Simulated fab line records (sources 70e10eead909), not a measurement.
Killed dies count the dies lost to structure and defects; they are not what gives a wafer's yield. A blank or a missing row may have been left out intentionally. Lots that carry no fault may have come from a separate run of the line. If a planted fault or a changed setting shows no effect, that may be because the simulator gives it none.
What tool caused it? :: flow nand-harc :: 6 lots, 18 wafers sampled, at 2 steps of a route of 1159

WHAT EACH GAUGE READ, for each wafer
NHARC_A_BLC_CD_MEAS_10: the cd target is 100 nm.
lot: L499
measured: day 17 17:46
on: cd-sem-02
cd-nm (nm): 100.2 98.7 99.3

lot: L506
measured: day 19 08:47
on: cd-sem-03
cd-nm (nm): 100.4 100.5 100.2

lot: L509
measured: day 20 01:44
on: cd-sem-03
cd-nm (nm): 101.0 100.3 100.0

lot: L512
measured: day 21 03:54
on: cd-sem-02
cd-nm (nm): 100.0 100.0 101.0

lot: L519
measured: day 22 19:44
on: cd-sem-02
cd-nm (nm): 99.2 100.1 98.8

lot: L521
measured: day 23 04:46
on: cd-sem-02
cd-nm (nm): 99.8 99.8 99.0

TOOL THAT RAN EACH LOT (tool first, then ch and the chambers of the sampled wafers, then the start)
lot: L499
NHARC_A_CONTACT_ETCH_110: rie-diel-07 ch 1,2,3, day 17 15:05

lot: L506
NHARC_A_CONTACT_ETCH_110: rie-diel-11 ch 1,3, day 19 06:08

lot: L509
NHARC_A_CONTACT_ETCH_110: rie-diel-07 ch 0,1,3, day 19 21:17

lot: L512
NHARC_A_CONTACT_ETCH_110: rie-diel-07 ch 2,3, day 20 20:13

lot: L519
NHARC_A_CONTACT_ETCH_110: rie-diel-11 ch 1,3, day 22 17:11

lot: L521
NHARC_A_CONTACT_ETCH_110: rie-diel-07 ch 0,2, day 23 01:38
- NHARC_A_CONTACT_ETCH_110: etches the open film in CF4/O2, target depth 50 nm, overetch 5 nm, time 27.5 s.

THE ANSWER, worked out from the rows above alone
Rule: the usual values come from the lots themselves. The widest of any qualifying gaps counts: lots, ordered by their means at a reading, are off when they make up no more than a third of the lots, leave a main group of 4 or more, and stand apart from it by 3 or more times the standard deviation of that group's means. If all means in a main group match to the digits the tables above print for the reading, that group is not used. Also off: a lot with no number at a reading for which 4 or more lots have one. All remaining lots with rows at the step are treated as sound.
Across all readings shown, no lot is off: no conclusion can be drawn from this.

WHAT HAD BEEN PUT IN BY THE SIMULATOR
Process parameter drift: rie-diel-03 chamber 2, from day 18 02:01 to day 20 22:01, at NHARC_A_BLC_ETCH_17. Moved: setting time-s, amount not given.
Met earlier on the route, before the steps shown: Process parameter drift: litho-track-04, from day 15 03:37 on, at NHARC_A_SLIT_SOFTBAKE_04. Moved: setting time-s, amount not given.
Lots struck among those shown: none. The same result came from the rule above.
